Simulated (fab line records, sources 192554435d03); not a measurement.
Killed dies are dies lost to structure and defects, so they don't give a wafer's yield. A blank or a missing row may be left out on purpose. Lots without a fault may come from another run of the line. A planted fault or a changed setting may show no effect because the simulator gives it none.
A struck lot beside a sound one | flow n5_finfet | 20 steps out of a route of 1938
Sound: wafers L368.1, L368.2, L368.5. Struck: wafers L376.2, L376.5, L376.6. The cause comes at the end.
At each step with rows: each side's tool, then ch and its chambers, then its first start. Under that, the readings that differ: sound wafers | struck wafers | difference of the means | sigmas: that difference in standard deviations of wafers without a fault.
alike: readings whose means differ by less than 2 such deviations, and words and numbers that are the same on both sides. not compared: withheld readings, readings that some wafer has no value for, bounds like >300 that may hide the same value, and numbers for which the record gives no deviation and whose values overlap.
The two part at a step that has a row with sigmas, a row that says differs or no value, or rows on one side only. Numbers that don't overlap but have no deviation are shown without sigmas and don't part them. A reading that every wafer of one side lacks parts them only if that side has two wafers or more.

N5_BEOL_M12_CMP_49: polishes, stops on SiOC, t overpolish 20.6 s, target thk 320 nm.
  sound on cmp-02 ch 0,3, day 12 13:50; struck on cmp-04 ch 0,1, day 14 19:40
  alike: barrier_field_endpoint_s, head_pressure_psi, motor_current_A, overpolish_run_s
N5_BEOL_M12_THK_MEAS_50: measures by xrf.
  sound on film_metro-01, day 12 14:08; struck on film_metro-02, day 14 19:58
  alike: M12_THK
then, 1 step without rows for these wafers: N5_BEOL_M12_PRE_CLEAN_52 (time 15 s).
N5_BEOL_M12_DEP_53: deposits SiCN from 3MS/NH3, target thk 30 nm, time 10.5 s.
  sound on pecvd-01 ch 1,2, day 12 14:12; struck on pecvd-01 ch 1,2, day 14 20:02
  alike: rf_fwd_power_W, showerhead_plenum_p_Torr, throttle_valve_pct
N5_BEOL_M12_RS_MEAS_54: measures by four-point-probe.
  sound on film_metro-01, day 12 14:17; struck on film_metro-01, day 14 20:05
  alike: M12_RS
N5_BEOL_M12_INSPECT_55: inspects for defects (darkfield).
  sound on defect_inspect-02, day 12 14:18; struck on defect_inspect-02, day 14 20:07
  alike: raw_defect_count
N5_BEOL_M13_ILD_DEP_00: deposits SiOC from DEMS/O2, target thk 837.92 nm, time 166.4 s.
  sound on pecvd-01 ch 1,2, day 12 14:20; struck on pecvd-03 ch 0,2, day 14 20:10
  alike: heater_power_w, rf_fwd_power_W, showerhead_plenum_p_Torr, throttle_valve_pct
N5_BEOL_M13_THK_MEAS_01:
  sound on film_metro-01, day 12 14:33; struck on film_metro-01, day 14 20:23
  alike: M13_ILD_THK
then, 4 steps without rows for these wafers: N5_BEOL_M13_COAT_58 (time 60 s, resist thk 89 nm); N5_BEOL_M13_COAT_04 (resist thk 400 nm); N5_BEOL_M13_EBR_06; N5_BEOL_M13_SOFTBAKE_05 (time 60 s).
N5_BEOL_M13_EXPOSE_07: exposes mask V12.
  sound on krf_scanner-02 ch 0, day 12 14:41; struck on krf_scanner-01 ch 0, day 14 20:31
  reading                          | sound          | struck   | difference | sigmas
  model.BEOL_M13.overlay_x_nm (nm) | -1.6 -1.6 -1.6 | 66 66 66 | +68        |
  alike: mask, stage_vel_mm_s
then, 3 steps without rows for these wafers: N5_BEOL_M13_PEB_08 (peb time 90 s); N5_BEOL_M13_DEVELOP_09 (develop time 45 s); N5_BEOL_M13_HARDBAKE_14 (time 120 s).
N5_BEOL_M13_CD_MEAS_10: target cd 190 nm.
  sound on cd_sem-01 ch 0, day 12 14:52; struck on cd_sem-02 ch 0, day 14 20:41
  alike: cd_nm
N5_BEOL_M13_OVL_MEAS_11:
  sound on overlay-02 ch 0, day 12 14:53; struck on overlay-01 ch 0, day 14 20:43
  reading      | sound   | struck   | difference | sigmas
  V12_OVL (nm) | -2 8 -7 | 64 67 69 | +67        | +11
N5_BEOL_M13_INSPECT_12: inspects for defects (macro).
  sound on defect_inspect-01, day 12 14:55; struck on defect_inspect-02, day 14 20:44
  alike: raw_defect_count
N5_PASSIVATION_PROBE_49:
  the record has rows for the struck wafers here (prober-01, day 16 09:30) and none for the sound ones

WHERE THEY PART
First at N5_BEOL_M13_OVL_MEAS_11; last, within this record, at N5_PASSIVATION_PROBE_49.

WHY: what the simulator had put in
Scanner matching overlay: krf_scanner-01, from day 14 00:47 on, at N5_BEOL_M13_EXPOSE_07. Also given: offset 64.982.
